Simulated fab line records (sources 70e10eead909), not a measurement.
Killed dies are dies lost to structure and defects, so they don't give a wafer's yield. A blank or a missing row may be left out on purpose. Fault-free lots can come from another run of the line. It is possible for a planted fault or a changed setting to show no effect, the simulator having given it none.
Chamber matching    flow nand-harc    NHARC_A_CHANNEL_FILL_D1_STRIP_28 on rie-diel-07 has 4 sister chambers
The step strips in O2, time 20 s. 4 wafers are shown with their chamber, then 7 later ones without.

## WAFERS WITH THEIR CHAMBER
wafer   chamber  drypump-motor-current-A (A)
L843.2  1        5.8
L846.3  2        6.5
L849.1  0        6.0
L849.4  3        6.3

## WAFERS WITHOUT THEIR CHAMBER
wafer   drypump-motor-current-A (A)
L849.5  6.5
L852.2  5.8
L852.3  6.3
L852.4  6.6
L853.3  6.5
L853.5  6.3
L853.6  6.5

## THE CHAMBER EACH PASSED THROUGH
wafer   from the rows above  in truth
L849.5  2                    2
L852.2  1                    1
L852.3  3                    3
L852.4  2                    2
L853.3  2                    2
L853.5  3                    3
L853.6  2                    2
7 of 7 placed correctly. From these rows, 0 cannot be placed. 0 placed wrongly.
How it was worked out, from the rows above alone: a wafer's distance from a chamber is the root of the sum, over the readings, of the square of ((its reading less the chamber's mean) divided by the reading's scatter). If the next closest chamber is less than 2 further off than the closest, the wafer can't be placed; otherwise it belongs to the closest. A chamber's mean is the mean of its shown wafers. The scatter: root of mean squared gap, hidden wafer to nearest shown wafer, with one shown wafer a chamber.
